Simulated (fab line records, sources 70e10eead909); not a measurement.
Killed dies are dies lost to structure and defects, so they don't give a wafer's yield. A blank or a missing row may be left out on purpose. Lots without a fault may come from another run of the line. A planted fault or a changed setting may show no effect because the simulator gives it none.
fab line records | flow nand_harc | part 1 of 2: steps 1 to 25 of 31
record lots=5 wafers=15 last_day=31
route steps=1302 shown A_STAIRCASE@643
lots that met no fault: from a run of the same line without faults
start_h: hours from the record's first day to the start of the lot's first wafer shown | wait_h: hours since the lot's step before | " the same as in the row above | L1.1+2: a row that stands for several wafers | - no value, or no start given | * or withheld: withheld | < > ~ a bound
route shown NAME@n: a module of which the file shows steps, and the number in the route of the first | usual: mean/standard deviation of fault-free wafers | same: alike in all rows | chamber/n: place in a boat | sites: the reading at each site | _std_site: their standard deviation | _edge_site: outer sites' mean less inner sites' | radius_mm: how far each site lies from the wafer's centre | mask NAME#n: copy n | behind: the tool/chamber that last shaped the wafer | hold: why the lot was held/for how many hours/how that ended | device: the transistor (n, p or np) that didn't switch | end of line: the same wafers' tests at the end of the route | a step without rows: its recipe alone | killed: dies lost to structure and defects at the first sort, not the wafer's yield | map: a wafer's dies, x killed, . not, _ none there
set.NAME: the setting as run; set.NAME@STEP: as run at that earlier step | model.NAME: the simulator's own value behind a step, which no gauge read
lots at some steps of the route; a table a step, a row a wafer
services: from which hour (start_h, from the record's first day; less than 0 if before it) a tool's chamber was out of use, for how many hours, and why
## steps
# step NHARC_A_STAIRCASE_SOFTBAKE_161
# recipe temp_c=135 time_s=170
# columns lot.wafer tool chamber start_h wait_h
L075.1+3+5 litho_track-03 0 - -
L077.2+5+6 litho_track-02 0 - -
L079.1+3+4 litho_track-03 0 - -
L087.1+2+4 litho_track-02 0 - -
L091.1+3+4 litho_track-02 0 - -
# step NHARC_A_STAIRCASE_EBR_162
# columns lot.wafer tool chamber start_h wait_h
L075.1+3+5 litho_track-03 0 - -
L077.2+5+6 litho_track-02 0 - -
L079.1+3+4 litho_track-03 0 - -
L087.1+2+4 litho_track-02 0 - -
L091.1+3+4 litho_track-02 0 - -
# step NHARC_A_STAIRCASE_EXPOSE_163
# recipe na=0.5 dose_mj=20.01 mask_id=STAIR_OPEN
# usual exposure_dose_mJ_cm2=20.009/0.019 focus_offset_nm=0.1/0.58
# columns lot.wafer tool chamber start_h wait_h mask exposure_dose_mJ_cm2 focus_offset_nm
L075.1 krf_scanner-03 0 359.37 - STAIR_OPEN#0 19.991 -0.7
L075.3 " 0 " " STAIR_OPEN#0 19.988 0.1
L075.5 " 0 " " STAIR_OPEN#0 19.978 0.0
L077.2 krf_scanner-04 0 378.81 - STAIR_OPEN#0 20.010 -0.4
L077.5 " 0 " " STAIR_OPEN#0 20.028 0.2
L077.6 " 0 " " STAIR_OPEN#0 20.037 0.4
L079.1 krf_scanner-04 0 394.07 - STAIR_OPEN#0 20.006 0.4
L079.3 " 0 " " STAIR_OPEN#0 19.987 0.6
L079.4 " 0 " " STAIR_OPEN#0 20.017 1.2
L087.1 krf_scanner-01 0 501.36 - STAIR_OPEN#0 19.997 -0.7
L087.2 " 0 " " STAIR_OPEN#0 19.955 -0.6
L087.4 " 0 " " STAIR_OPEN#0 19.967 -0.7
L091.1 krf_scanner-01 0 521.16 - STAIR_OPEN#0 19.998 -0.8
L091.3 " 0 " " STAIR_OPEN#0 19.999 -0.1
L091.4 " 0 " " STAIR_OPEN#0 20.003 0.6
# step NHARC_A_STAIRCASE_PEB_164
# recipe peb_temp_c=115 peb_time_s=130
# columns lot.wafer tool chamber start_h wait_h
L075.1+3+5 litho_track-03 0 359.44 0.1
L077.2+5+6 litho_track-05 0 378.87 0.1
L079.1+3+4 litho_track-03 0 394.13 0.1
L087.1+2+4 litho_track-05 0 501.42 0.1
L091.1+3+4 litho_track-05 0 521.22 0.1
# step NHARC_A_STAIRCASE_DEVELOP_165
# recipe time_s=140
# columns lot.wafer tool chamber start_h wait_h
L075.1+3+5 litho_track-03 0 - -
L077.2+5+6 litho_track-05 0 - -
L079.1+3+4 litho_track-03 0 - -
L087.1+2+4 litho_track-05 0 - -
L091.1+3+4 litho_track-05 0 - -
# step NHARC_A_STAIRCASE_HARDBAKE_167
# recipe temp_c=120 time_s=140
# columns lot.wafer tool chamber start_h wait_h
L075.1+3+5 litho_track-03 0 359.66 -
L077.2+5+6 litho_track-03 0 379.09 -
L079.1+3+4 litho_track-05 0 394.35 -
L087.1+2+4 litho_track-03 0 501.64 -
L091.1+3+4 litho_track-03 0 521.44 -
# step NHARC_A_STAIRCASE_DESCUM_168
# recipe time_s=3 o2_flow_sccm=200 ar_flow_sccm=0 bias_power_w=0 chemistry=O2
# usual drypump_motor_current_A=5.7/0.48 mfc_ar_sccm=0.004/0.0089 o2_flow_sccm=199.9/0.65 oes_product_au=1.001/0.011 rf_vpp_V=57.9/0.93 showerhead_plenum_p_Torr=1.93/0.096 throttle_valve_pct=11.311/0.0093
# columns lot.wafer tool chamber start_h wait_h drypump_motor_current_A mfc_ar_sccm o2_flow_sccm oes_product_au rf_hours_counter_h rf_vpp_V showerhead_plenum_p_Torr throttle_valve_pct
L075.3 rie_diel-11 3 359.77 - 6.2 0 199.5 0.995 27 56.8 1.82 11.322
L075.1 " 0 " " 5.3 0 200.4 1.008 24 57.3 2.04 11.297
L075.5 " 1 " " 5.4 0.008 199.7 1.001 - 57.6 1.97 11.298
L077.2 rie_diel-02 2 379.68 - 6.2 0 198.7 0.999 58 58.6 1.98 11.318
L077.5 " 3 " " 5.3 0 199.3 1.001 - 59.2 1.90 11.318
L077.6 " 0 " " 6.0 0 199.3 0.977 - 57.2 1.80 11.307
L079.3 rie_diel-11 1 394.44 - 5.4 0.008 199.1 1.006 36 56.9 1.96 11.299
L079.1 " 2 " " 6.1 0 199.6 1.010 38 58.0 1.77 11.305
L079.4 " 0 " " 5.4 0 198.7 1.008 35 57.1 2.03 11.314
L087.4 rie_diel-11 0 501.73 - 5.4 0 200.4 0.999 13 59.4 2.02 11.305
L087.2 " 2 " " 6.1 0 199.2 0.993 14 58.8 2.07 11.310
L087.1 " 3 " " 6.3 0 199.7 1.004 13 57.5 1.81 11.306
L091.3 rie_diel-02 1 521.57 - 5.3 0 199.9 0.991 43 58.0 2.02 11.306
L091.1 " 2 " " 6.3 0 200.2 0.985 43 57.8 1.97 11.313
L091.4 " 3 " " 5.3 0 201.1 1.003 40 58.0 1.89 11.311
# step NHARC_A_STAIRCASE_ETCH_169
# recipe target_depth_a=500 time_s=107.1 ion_energy_ev=120 ch3f_flow_sccm=50 o2_flow_sccm=30 ar_flow_sccm=200 rf_w=500 bias_w=100 chemistry=CH3F/O2
# usual ch3f_flow_sccm=49.99/0.14 drypump_motor_current_A=5.8/0.48 mfc_ar_sccm=200.1/0.62 o2_flow_sccm=30.01/0.083 oes_product_au=0.957/0.019 rf_vpp_V=244.7/1.7 showerhead_plenum_p_Torr=2.48/0.12 throttle_valve_pct=20.662/0.0082
# columns lot.wafer tool chamber start_h wait_h ch3f_flow_sccm drypump_motor_current_A mfc_ar_sccm o2_flow_sccm oes_product_au rf_hours_counter_h rf_vpp_V showerhead_plenum_p_Torr throttle_valve_pct
L075.1 rie_diel-11 0 359.85 0.1 49.83 5.4 200.1 30.15 0.987 24 246.0 2.61 20.659
L075.3 " 1 " " 50.11 5.4 199.5 29.98 0.966 25 246.1 2.53 20.664
L075.5 " 3 " " 50.19 6.2 200.4 29.98 0.959 - 243.3 2.34 20.659
L077.2 rie_diel-02 1 379.77 0.1 50.06 5.3 199.4 29.93 0.968 51 246.0 2.61 20.660
L077.6 " 2 " " 50.03 6.3 200.1 30.02 0.962 - 244.8 2.54 20.669
L077.5 " 3 " " 50.17 5.3 199.3 29.96 0.969 - 243.0 2.44 20.679
L079.4 rie_diel-11 0 394.53 0.1 50.26 5.4 200.8 30.00 0.985 35 245.6 2.61 20.657
L079.3 " 1 " " 49.95 5.4 200.8 30.04 0.968 36 244.9 2.52 20.669
L079.1 " 3 " " 50.07 6.3 200.8 30.06 0.972 37 242.6 2.34 20.664
L087.4 rie_diel-11 2 501.82 0.1 50.15 6.1 200.1 29.97 0.983 14 245.5 2.65 20.657
L087.2 " 3 " " 49.90 6.3 200.6 30.02 0.985 13 243.3 2.33 20.659
L087.1 " 1 " " 49.91 5.4 200.2 30.00 0.972 14 244.8 2.51 20.656
L091.3 rie_diel-02 1 521.72 0.1 49.87 5.4 199.8 29.99 0.936 43 246.6 2.59 20.670
L091.4 " 2 " " 50.05 6.2 200.5 30.01 0.933 43 245.0 2.52 20.661
L091.1 " 3 " " 50.07 5.3 199.7 30.03 0.938 40 242.9 2.43 20.657
# step NHARC_A_STAIRCASE_ETCH_170
# recipe target_depth_a=2000 time_s=66.667 ion_energy_ev=250 c4f6_flow_sccm=25 o2_flow_sccm=20 ar_flow_sccm=500 rf_w=600 bias_w=500 chemistry=C4F6/O2
# usual drypump_motor_current_A=5.8/0.49 mfc_ar_sccm=500.2/1.6 o2_flow_sccm=19.99/0.058 oes_product_au=0.973/0.012 rf_vpp_V=548/3.7 showerhead_plenum_p_Torr=3.95/0.18 throttle_valve_pct=26.903/0.0084
# columns lot.wafer tool chamber start_h wait_h drypump_motor_current_A mfc_ar_sccm o2_flow_sccm oes_product_au rf_hours_counter_h rf_vpp_V showerhead_plenum_p_Torr throttle_valve_pct
L075.3 rie_diel-11 0 - - 5.4 499.9 20.00 0.993 24 551 4.15 26.909
L075.1 " 1 " " 5.4 499.6 19.98 0.969 25 549 4.02 26.904
L075.5 " 2 " " 6.1 502.8 20.02 0.971 - 542 3.66 26.911
L077.2 rie_diel-02 0 - - 6.0 503.2 19.98 0.948 50 543 3.71 26.891
L077.6 " 0 " " 6.0 501.1 20.01 0.948 - 542 3.71 26.902
L077.5 " 1 " " 5.4 501.0 19.89 0.974 - 552 4.15 26.914
L079.3 rie_diel-11 3 - - 6.3 498.9 19.99 0.976 37 544 3.74 26.899
L079.4 " 0 " " 5.4 501.0 20.05 0.995 35 551 4.15 26.916
L079.1 " 1 " " 5.4 501.2 19.98 0.975 36 549 4.02 26.898
L087.4 rie_diel-11 0 - - 5.4 497.9 19.99 0.970 13 551 4.13 26.909
L087.2 " 1 " " 5.4 499.0 20.02 0.977 14 549 4.00 26.903
L087.1 " 3 " " 6.2 500.0 19.91 0.993 13 542 3.73 26.891
L091.3 rie_diel-02 2 - - 6.3 501.8 19.88 0.978 43 549 4.02 26.898
L091.1 " 3 " " 5.3 502.2 20.05 0.988 40 547 3.88 26.902
L091.4 " 0 " " 6.0 499.5 20.04 0.963 42 542 3.69 26.903
# step NHARC_A_STAIRCASE_STRIP_171
# recipe power_w=1500 temp_c=250 chemistry=O2
# usual drypump_motor_current_A=5.6/0.44 heater_power_w=317/36
# columns lot.wafer tool chamber start_h wait_h drypump_motor_current_A heater_power_w rf_hours_counter_h
L075.1 plasma_asher-01 1 360.07 - 6.2 276 1
L075.3 " 0 " " 5.4 288 -
L075.5 " 0 " " 5.4 285 -
L077.2 plasma_asher-02 0 380.02 - 5.7 372 24
L077.6 " 1 " " 5.0 355 -
L077.5 " 0 " " 5.7 364 -
L079.1 plasma_asher-01 1 394.81 - 6.2 272 10
L079.3 " 0 " " 5.4 287 -
L079.4 " 1 " " 6.2 274 -
L087.2 plasma_asher-01 0 502.05 - 5.4 287 36
L087.1 " 1 " " 6.2 276 36
L087.4 " 0 " " 5.4 285 -
L091.1 plasma_asher-02 0 522.11 - 5.7 350 13
L091.3 " 0 " " 5.7 354 -
L091.4 " 1 " " 5.0 343 -
# step NHARC_A_STAIRCASE_STRIP_172
# recipe time_s=900 temp_c=130 chemistry=SPM
# columns lot.wafer tool chamber start_h wait_h
L075.1+5+3 wet_bench-07 0,3,4 360.42 0.3
L077.6+2+5 wet_bench-03 2,3,4 380.37 0.2
L079.1+3+4 wet_bench-03 5,1,2 395.10 0.3
L087.2+4+1 wet_bench-07 7,0,1 502.42 0.3
L091.3+4+1 wet_bench-01 6,7,1 522.46 0.2
# step NHARC_A_STAIRCASE_PRECLEAN_173
# recipe time_s=* temp_c=50 bath_age_min=0 chemistry=SC1
# columns lot.wafer tool chamber start_h wait_h
L075.1+5+3 wet_bench-07 0,3,4 - -
L077.6+2+5 wet_bench-03 2,3,4 - -
L079.1+3+4 wet_bench-03 5,1,2 - -
L087.2+4+1 wet_bench-07 7,0,1 - -
L091.3+4+1 wet_bench-01 6,7,1 - -
# step NHARC_A_STAIRCASE_SRD_174
# columns lot.wafer tool chamber start_h wait_h
L075.1+5+3 wet_bench-07 0,3,4 - -
L077.6+2+5 wet_bench-03 2,3,4 - -
L079.1+3+4 wet_bench-03 5,1,2 - -
L087.2+4+1 wet_bench-07 7,0,1 - -
L091.3+4+1 wet_bench-01 6,7,1 - -
# step NHARC_A_STAIRCASE_DEHYDRATE_01
# recipe temp_c=150 time_s=120
# columns lot.wafer tool chamber start_h wait_h
L075.1+3+5 litho_track-05 0 360.88 -
L077.2+5+6 litho_track-02 0 380.86 -
L079.1+3+4 litho_track-05 0 395.57 -
L087.1+2+4 litho_track-05 0 502.86 -
L091.1+3+4 litho_track-03 0 522.91 -
# step NHARC_A_STAIRCASE_HMDS_02
# recipe time_s=30
# columns lot.wafer tool chamber start_h wait_h
L075.1+3+5 litho_track-05 0 - -
L077.2+5+6 litho_track-02 0 - -
L079.1+3+4 litho_track-05 0 - -
L087.1+2+4 litho_track-05 0 - -
L091.1+3+4 litho_track-03 0 - -
# step NHARC_A_STAIRCASE_COAT_03
# recipe spin_rpm=1200
# columns lot.wafer tool chamber start_h wait_h
L075.1+3+5 litho_track-05 0 - -
L077.2+5+6 litho_track-02 0 - -
L079.1+3+4 litho_track-05 0 - -
L087.1+2+4 litho_track-05 0 - -
L091.1+3+4 litho_track-03 0 - -
# step NHARC_A_STAIRCASE_SOFTBAKE_04
# recipe temp_c=135 time_s=170
# columns lot.wafer tool chamber start_h wait_h
L075.1+3+5 litho_track-05 0 - -
L077.2+5+6 litho_track-02 0 - -
L079.1+3+4 litho_track-05 0 - -
L087.1+2+4 litho_track-05 0 - -
L091.1+3+4 litho_track-03 0 - -
# step NHARC_A_STAIRCASE_EBR_05
# columns lot.wafer tool chamber start_h wait_h
L075.1+3+5 litho_track-05 0 - -
L077.2+5+6 litho_track-02 0 - -
L079.1+3+4 litho_track-05 0 - -
L087.1+2+4 litho_track-05 0 - -
L091.1+3+4 litho_track-03 0 - -
# step NHARC_A_STAIRCASE_EXPOSE_06
# recipe na=0.5 dose_mj=25.43 mask_id=STAIR
# usual exposure_dose_mJ_cm2=25.442/0.03 focus_offset_nm=0.0/0.51
# columns lot.wafer tool chamber start_h wait_h mask exposure_dose_mJ_cm2 focus_offset_nm
L075.1 krf_scanner-01 0 361.08 - STAIR#0 25.451 -0.5
L075.3 " 0 " " STAIR#0 25.434 0.5
L075.5 " 0 " " STAIR#0 25.419 -0.1
L077.2 krf_scanner-03 0 381.20 - STAIR#0 25.457 -0.3
L077.5 " 0 " " STAIR#0 25.455 0.7
L077.6 " 0 " " STAIR#0 25.487 -0.3
L079.1 krf_scanner-01 0 395.90 - STAIR#0 25.430 0.3
L079.3 " 0 " " STAIR#0 25.443 0.0
L079.4 " 0 " " STAIR#0 25.421 0.6
L087.1 krf_scanner-03 0 503.07 - STAIR#0 25.447 0.9
L087.2 " 0 " " STAIR#0 25.468 0.4
L087.4 " 0 " " STAIR#0 25.425 0.2
L091.1 krf_scanner-01 0 523.12 - STAIR#0 25.412 0.8
L091.3 " 0 " " STAIR#0 25.411 -0.4
L091.4 " 0 " " STAIR#0 25.394 -0.2
# step NHARC_A_STAIRCASE_PEB_07
# recipe peb_temp_c=115 peb_time_s=130
# columns lot.wafer tool chamber start_h wait_h
L075.1+3+5 litho_track-03 0 361.15 0.1
L077.2+5+6 litho_track-02 0 381.26 0.1
L079.1+3+4 litho_track-03 0 395.96 0.1
L087.1+2+4 litho_track-03 0 503.14 0.1
L091.1+3+4 litho_track-05 0 523.18 0.1
# step NHARC_A_STAIRCASE_DEVELOP_08
# recipe time_s=140
# columns lot.wafer tool chamber start_h wait_h
L075.1+3+5 litho_track-03 0 - -
L077.2+5+6 litho_track-02 0 - -
L079.1+3+4 litho_track-03 0 - -
L087.1+2+4 litho_track-03 0 - -
L091.1+3+4 litho_track-05 0 - -
# step NHARC_A_STAIRCASE_HARDBAKE_10
# recipe temp_c=120 time_s=140
# columns lot.wafer tool chamber start_h wait_h
L075.1+3+5 litho_track-05 0 361.37 -
L077.2+5+6 litho_track-05 0 381.48 -
L079.1+3+4 litho_track-02 0 396.18 -
L087.1+2+4 litho_track-05 0 503.35 -
L091.1+3+4 litho_track-02 0 523.40 -
# step NHARC_A_STAIRCASE_DESCUM_11
# recipe time_s=3 o2_flow_sccm=200 ar_flow_sccm=0 bias_power_w=0 chemistry=O2
# usual drypump_motor_current_A=5.8/0.51 mfc_ar_sccm=0.005/0.01 o2_flow_sccm=200.0/0.59 oes_product_au=1.002/0.01 rf_vpp_V=57.9/0.94 showerhead_plenum_p_Torr=1.94/0.099 throttle_valve_pct=11.311/0.0095
# columns lot.wafer tool chamber start_h wait_h drypump_motor_current_A mfc_ar_sccm o2_flow_sccm oes_product_au rf_hours_counter_h rf_vpp_V showerhead_plenum_p_Torr throttle_valve_pct
L075.1 rie_diel-10 0 361.47 - 5.5 0.016 200.8 1.016 41 58.4 1.98 11.320
L075.3 " 1 " " 6.5 0 199.8 1.012 38 56.3 1.84 11.297
L075.5 " 0 " " 5.5 0.016 200.2 1.016 - 57.3 1.98 11.317
L077.2 rie_diel-10 2 381.59 - 5.1 0 200.0 1.007 45 55.3 1.77 11.310
L077.5 " 0 " " 5.5 0.016 199.8 1.015 - 58.6 1.98 11.295
L077.6 " 1 " " 6.5 0 200.0 1.013 - 57.8 1.83 11.308
L079.3 rie_diel-11 1 396.27 - 5.4 0.008 200.7 1.009 37 57.6 1.96 11.328
L079.4 " 3 " " 6.3 0 200.0 0.996 37 57.8 1.82 11.314
L079.1 " 0 " " 5.4 0 200.3 1.004 35 58.0 2.03 11.322
L087.2 rie_diel-11 2 503.45 - 6.1 0 200.8 1.016 14 57.2 2.07 11.302
L087.4 " 3 " " 6.2 0 200.2 1.004 13 58.0 1.81 11.326
L087.1 " 0 " " 5.3 0 200.1 1.006 14 58.2 2.02 11.307
L091.3 rie_diel-10 1 523.49 - 6.5 0 200.1 1.009 33 57.9 1.82 11.318
L091.1 " 2 " " 5.1 0 199.7 1.021 33 58.5 2.07 11.294
L091.4 " 0 " " 5.5 0.016 199.3 1.004 33 57.7 1.97 11.317
# step NHARC_A_STAIRCASE_TRIM_12
# recipe time_s=211.2 o2_flow_sccm=500 ar_flow_sccm=0 bias_w=0 chemistry=O2
# usual drypump_motor_current_A=5.8/0.51 mfc_ar_sccm=0.005/0.01 o2_flow_sccm=500.0/1.5 oes_product_au=1.003/0.01 rf_vpp_V=58.1/0.93 showerhead_plenum_p_Torr=3.56/0.17 throttle_valve_pct=17.036/0.0089
# columns lot.wafer tool chamber start_h wait_h drypump_motor_current_A mfc_ar_sccm o2_flow_sccm oes_product_au rf_hours_counter_h rf_vpp_V showerhead_plenum_p_Torr throttle_valve_pct
L075.1 rie_diel-10 2 361.55 0.1 5.1 0 502.5 1.004 37 56.3 3.29 17.036
L075.3 " 3 " " 6.8 0.036 500.2 1.009 40 56.7 3.67 17.041
L075.5 " 3 " " 6.8 0.036 500.2 0.993 - 59.5 3.67 17.056
L077.2 rie_diel-10 2 381.68 0.1 5.2 0 499.5 1.016 45 57.8 3.29 17.042
L077.6 " 0 " " 5.5 0.016 498.3 1.020 - 58.1 3.65 17.042
L077.5 " 1 " " 6.5 0 500.0 1.009 - 58.0 3.39 17.032
L079.1 rie_diel-11 0 396.36 0.1 5.3 0 502.5 1.009 35 60.2 3.73 17.040
L079.4 " 1 " " 5.4 0.008 499.2 1.004 37 56.7 3.61 17.038
L079.3 " 2 " " 6.1 0 500.7 1.003 39 57.7 3.28 17.049
L087.4 rie_diel-11 1 503.76 0.3 5.4 0.008 500.8 1.003 15 57.1 3.60 17.033
L087.2 " 2 " " 6.1 0 501.5 1.008 15 58.5 3.80 17.026
L087.1 " 3 " " 6.3 0 501.8 1.008 14 58.5 3.35 17.048
L091.1 rie_diel-10 3 523.58 0.1 6.8 0.036 500.8 0.995 28 58.3 3.64 17.046
L091.3 " 0 " " 5.5 0.016 499.5 1.001 33 58.6 3.62 17.030
L091.4 " 2 " " 5.2 0 499.2 1.005 33 60.6 3.79 17.036
# step NHARC_A_STAIRCASE_ETCH_13
# recipe target_depth_a=1000 time_s=40.5 ion_energy_ev=400 c4f8_flow_sccm=20 o2_flow_sccm=10 ar_flow_sccm=withheld rf_w=600 bias_w=1000 chemistry=C4F8/O2
# usual oes_product_au=0.945/0.012 rf_vpp_V=897/6.5
# columns lot.wafer tool chamber start_h wait_h oes_product_au rf_hours_counter_h rf_vpp_V
L075.3 rie_diel-10 2 - - 0.964 37 887
L075.1 " 3 " " 0.942 40 901
L075.5 " 2 " " 0.952 - 888
L077.2 rie_diel-10 2 - - 0.939 45 888
L077.6 " 1 " " 0.937 - 891
L077.5 " 2 " " 0.938 - 888
L079.3 rie_diel-11 3 - - 0.954 37 889
L079.4 " 0 " " 0.958 35 906
L079.1 " 1 " " 0.954 37 899
L087.1 rie_diel-11 1 - - 0.942 15 899
L087.2 " 2 " " 0.927 15 906
L087.4 " 0 " " 0.957 14 902
L091.3 rie_diel-10 2 - - 0.958 33 905
L091.1 " 3 " " 0.952 28 899
L091.4 " 0 " " 0.937 34 898
